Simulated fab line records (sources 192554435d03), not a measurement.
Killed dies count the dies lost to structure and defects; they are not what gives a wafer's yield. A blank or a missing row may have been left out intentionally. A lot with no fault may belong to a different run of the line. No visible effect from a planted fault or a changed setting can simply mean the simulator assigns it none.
A struck lot beside a sound one || flow n5-finfet || 20 out of 1938 route steps
Sound: wafers L713.1, L713.2, L713.6. Wafers struck: L703.1, L703.4, L703.5. The cause comes at the end.
For every step that has rows: the tool of each side, followed by ch and its chambers, followed by its first start. Under that, the readings that differ: sound wafers || struck wafers || difference of the means || sigmas: that difference in standard deviations of wafers without a fault.
alike: same words and numbers on both sides, and readings whose means sit less than 2 such deviations apart. not compared: any withheld reading, any reading some wafer has no value for, any bound like >300 that may hide the same value, and any number with overlapping values for which the record gives no deviation.
A row with sigmas, a row that says differs or no value, or rows on one side alone: a step with any of these is where the two part. When numbers do not overlap yet have no deviation, they are printed without sigmas and do not part them. Lack of a reading on every wafer of one side parts them only where that side has two or more wafers.

first, 12 steps without rows for these wafers: N5_FIN_CUT_DESCUM_13 (chemistry O2, time 7 s); N5_FIN_CUT_ETCH_30 (etches underlayer in N2/H2, target depth 13 nm, time 10.4 s); N5_FIN_CUT_ETCH_20 (etches SiARC in CF4, target depth 26 nm, time 43.3 s); N5_FIN_CUT_ETCH_21 (etches SOC in N2/H2, target depth 219 nm, overetch 43.8 nm, time 523.5 s); N5_FIN_CUT_STRIP_23 (strips in N2/H2); N5_FIN_CUT_STRIP_31 (strips in N2/H2); N5_FIN_CUT_STRIP_24 (strips in CF4); N5_FIN_CUT_CUT_ETCH_26 (etches SiNx in CH3F/O2, target depth 39 nm, time 55.7 s); N5_FIN_CUT_CUT_ETCH_27 (etches SiO2 in CHF3/O2, target depth 4 nm, overetch 2 nm, time 4.9 s); N5_FIN_CUT_PRECLEAN_35 (cleans in vHF, time 13.3 s); N5_FIN_CUT_CUT_ETCH_15 (etches Si in HBr/Cl2/O2, target depth 100 nm, bt time 10 s, time 42.4 s); N5_FIN_CUT_CUT_ETCH_28 (etches Si in HBr/Cl2/O2, target depth 6 nm, time 2.4 s).
N5_FIN_CUT_STRIP_22: strips in N2/H2.
  sound on rie-diel-06 ch 0,2,3, day 6 11:07; struck on rie-diel-04 ch 0,3, day 3 22:24
  alike: drypump-motor-current-A, n2-flow-sccm, oes-product-au, rf-vpp-V, showerhead-plenum-p-Torr, throttle-valve-pct
  not compared: rf-hours-counter-h
then, 3 steps without rows for these wafers: N5_FIN_CUT_PRECLEAN_36 (cleans in O3/DIW, time 60 s); N5_FIN_CUT_SRD_32 (time 30 s); N5_FIN_CUT_UV_OZONE_34 (time 120 s).
N5_FIN_CUT_INSPECT_17: inspects for defects (brightfield).
  struck on defect-inspect-02, day 3 22:34; sound on defect-inspect-01, day 6 11:17
{"reading": "raw-defect-count", "sound": "230 182 185", "struck": "558 460 440", "difference": "+287", "sigmas": "+5"}
then, 1 step without rows for these wafers: N5_STI_FIN_REVEAL_ALD_00 (deposits SiO2, target thk 1 nm, pulse time 1 s).
-- here the record skips 6 days between the struck wafers' starts before and after, leaving off in module STI_FIN_REVEAL and picking up in module BEOL_M4 (first step shown: number 1111 of the route) --
N5_BEOL_M4_RC_MEAS_101:
  sound on prober-02 ch 0, day 11 21:37; struck on prober-01 ch 0, day 9 21:21
  alike: DIBL_N, DIBL_P, IOFF_N, IOFF_P, ION_N, ION_P, SS_N, SS_P, VT_N, VT_P
-- the record jumps here: 4 days lie between the struck wafers' starts before and after (it left off in module BEOL_M4 and takes up again in module PASSIVATION, whose first step shown is number 1936 of the route) --
N5_PASSIVATION_PROBE_49:
  struck on prober-01, day 13 13:59; sound on prober-02, day 15 17:14
{"reading": "defect-limited-yield (%)", "sound": "89.7 91.6 92.2", "struck": "86.6 88.7 87.6", "difference": -3.5, "sigmas": -3}
{"reading": "killed-at-front-end", "sound": "53 51 41", "struck": "138 80 71", "difference": "+48", "sigmas": "+4"}
{"reading": "killed-dies", "sound": "121 99 92", "struck": "158 133 146", "difference": "+42", "sigmas": "+3"}
{"reading": "sort_bin_5_function (%)", "sound": "5.8 4.3 5.2", "struck": "8.4 7.1 7.5", "difference": "+2.6", "sigmas": "+3"}
{"reading": "sort-n-pass", "sound": "1059 1081 1088", "struck": "1022 1047 1034", "difference": -42, "sigmas": -3}
{"reading": "sort-yield-pct (%)", "sound": "89.7 91.6 92.2", "struck": "86.6 88.7 87.6", "difference": -3.5, "sigmas": -3}
  alike: killed_at_M0_to_M3, killed_at_M4_up, killed-at-contacts, killed-at-other, killed-open, killed-short, sort_bin_6_memory

== WHERE THEY PART ==
Earliest at N5_FIN_CUT_INSPECT_17; latest, in this record, at N5_PASSIVATION_PROBE_49.

WHY: whatever the simulator had introduced
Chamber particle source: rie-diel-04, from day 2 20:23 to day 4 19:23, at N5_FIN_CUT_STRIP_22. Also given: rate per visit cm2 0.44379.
